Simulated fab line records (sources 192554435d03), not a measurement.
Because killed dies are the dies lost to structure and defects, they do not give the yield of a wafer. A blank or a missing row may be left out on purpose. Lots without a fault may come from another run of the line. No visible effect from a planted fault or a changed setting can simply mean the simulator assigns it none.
Matching of chambers || flow n5Finfet || 3 sister chambers for N5_BEOL_M4_PECVD_72 on pecvd-01
The step deposits SiO2 from TEOS/O2, target thk 16 nm, time 18 s. 3 wafers are shown with their chamber, then 10 later ones without.

== WAFERS PAIRED WITH THEIR CHAMBERS ==
{"wafer": "L079.4", "chamber": 2, "throttleValvePct (%)": 21.7}
{"wafer": "L085.1", "chamber": 1, "throttleValvePct (%)": 24.0}
{"wafer": "L085.3", "chamber": 0, "throttleValvePct (%)": 23.8}

== WAFERS WITHOUT THEIR CHAMBER ==
{"wafer": "L085.6", "throttleValvePct (%)": 23.8}
{"wafer": "L096.1", "throttleValvePct (%)": 23.8}
{"wafer": "L096.5", "throttleValvePct (%)": 24.2}
{"wafer": "L096.6", "throttleValvePct (%)": 20.6}
{"wafer": "L093.3", "throttleValvePct (%)": 24.1}
{"wafer": "L093.4", "throttleValvePct (%)": 20.5}
{"wafer": "L093.6", "throttleValvePct (%)": 20.6}
{"wafer": "L090.2", "throttleValvePct (%)": 24.0}
{"wafer": "L090.4", "throttleValvePct (%)": 20.6}
{"wafer": "L090.5", "throttleValvePct (%)": 20.9}

== WHICH CHAMBER EACH ONE RAN IN ==
{"wafer": "L085.6", "from the rows above": "can't be placed: 0 or 1", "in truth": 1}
{"wafer": "L096.1", "from the rows above": "can't be placed: 0 or 1", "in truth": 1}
{"wafer": "L096.5", "from the rows above": "can't be placed: 1 or 0", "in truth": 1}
{"wafer": "L096.6", "from the rows above": 2, "in truth": 2}
{"wafer": "L093.3", "from the rows above": "can't be placed: 1 or 0", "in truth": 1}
{"wafer": "L093.4", "from the rows above": 2, "in truth": 2}
{"wafer": "L093.6", "from the rows above": 2, "in truth": 2}
{"wafer": "L090.2", "from the rows above": "can't be placed: 1 or 0", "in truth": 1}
{"wafer": "L090.4", "from the rows above": 2, "in truth": 2}
{"wafer": "L090.5", "from the rows above": 2, "in truth": 2}
Placed correctly: 5 of 10. These rows do not allow placing 5 (true chamber among the candidates in 5). Wrongly placed: 0.
How it was worked out, from the rows above alone: a wafer's distance from a chamber is the root of the sum, over the readings, of the square of ((its reading less the chamber's mean) divided by the reading's scatter). The wafer belongs to the nearest chamber; if the next one is less than 2 further off, it can't be placed. For every chamber, the mean is computed from those of its wafers that are shown. The scatter: root of mean squared gap, hidden wafer to nearest shown wafer, with one shown wafer a chamber.
